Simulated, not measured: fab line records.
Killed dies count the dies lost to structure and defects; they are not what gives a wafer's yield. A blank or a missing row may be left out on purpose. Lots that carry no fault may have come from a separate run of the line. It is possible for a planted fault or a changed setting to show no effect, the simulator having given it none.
Problem report, 8D (eight disciplines) form, completed by code / flow nand harc / the parts of the form that need people (team, actions taken, sign-off) are left out

## 1. WHAT IS WRONG
cd nm at NHARC_A_BLC_CD_MEAS_10 reads a mean of 113.6 nm on 12 wafers of 4 lots; wafers without a fault read 100.1 nm with a standard deviation of 0.52. That puts it +26 standard deviations away from the usual mean.
The step: target cd 100 nm.
The first sign was on wafer L114.2 at day 20 16:53, on cd sem-01. Wafers with a number at this step in the record: 39, from 13 lots. By rule, "out" or "out of limits" means more than 4 standard deviations away from the usual mean. The other wafers with a number count as sound.

## 2. WHAT IT IS, AND WHAT IT ISN'T
question=which readings at this step | is=cd nm | is not=-
question=which lots | is=L114, L115, L117, L118 | is not=L102, L105, L108, L109, L110, L111, L120, L121, L122
question=which wafers of those lots | is=all that have a number | is not=-
question=read on which gauges | is=cd sem-01, cd sem-03 | is not=cd sem-02
question=when | is=from day 20 16:53 | is not=up to then (18 sound wafers); but 9 sound wafers of L120, L121, L122 came after

## 3. WHAT RULES OUT EACH SUSPECT
Counting: any tool at a process step up to the reading is kept as a suspect provided that every lot that is out went through it and no sound lot did after the first of them.
- ruled out: the gauge at NHARC_A_BLC_CD_MEAS_10. 2 gauges (cd sem-01, cd sem-03) read the wafers that are out.
- arfi scanner-01 at NHARC_A_BLC_EXPOSE_07 (exposes mask A BLC, target cd 100 nm): kept. All lots that are out passed through it, beginning with L114 at day 20 16:45, and no sound lot followed; its final sound lot before that point was L108 at day 18 17:42. Its own readings are out on those wafers: exposure dose mJ cm2.
Remaining after the count: arfi scanner-01 at NHARC_A_BLC_EXPOSE_07.

## 4. THE CAUSE (what the simulator had put in)
Drift in process parameters on arfi scanner-01 at NHARC_A_BLC_EXPOSE_07, starting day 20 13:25. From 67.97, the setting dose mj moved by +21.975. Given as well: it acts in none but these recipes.
Counting left only this tool.

## 5. THE EFFECT CHAIN, in route order
Rows list readings where the struck wafers' mean (over those with a number) sits beyond 3 standard deviations from the usual. Only readings whose record carries a usual standard deviation are examined. hours: median over the lots of the time between each lot's start at the first step of this table that gives one and its start at this step. sigmas: the change, counted in usual standard deviations.
hours=0; step=NHARC_A_BLC_EXPOSE_07; reading=exposure dose mJ cm2; usual=67.97; on struck wafers=85.44; change=+17.47; sigmas=+99 or more
hours=0; step=NHARC_A_BLC_CD_MEAS_10; reading=cd nm; usual=100.1 nm; on struck wafers=113.6; change=+13.5; sigmas=+26
hours=48; step=NHARC_END_SORT_01; reading=killed at array; usual=24; on struck wafers=114; change=+90; sigmas=+12
hours=48; step=NHARC_END_SORT_01; reading=killed dies; usual=28; on struck wafers=118; change=+90; sigmas=+11
Process steps it contains:
- NHARC_A_BLC_EXPOSE_07: exposes mask A BLC, target cd 100 nm.
Later steps that measure or inspect, where all struck wafers having a row at the step show a number for every such reading and not one has moved that far: NHARC_A_BLC_OVL_MEAS_11.

## 6. WHAT WOULD HAVE CAUGHT IT SOONER
In this record the first reading out of limits at a measuring or inspecting step was taken at day 20 16:53, 3 hours after the fault began at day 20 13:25.
Tool's own readings at NHARC_A_BLC_EXPOSE_07, exposure dose mJ cm2: out on all struck wafers the step has rows for; an alarm limit on them would have tripped on the first.
Lots out: 4; of these, L118, L117, L115 started NHARC_A_BLC_EXPOSE_07 on arfi scanner-01 after day 20 16:53. A hold on the tool at that time would have spared those 3.
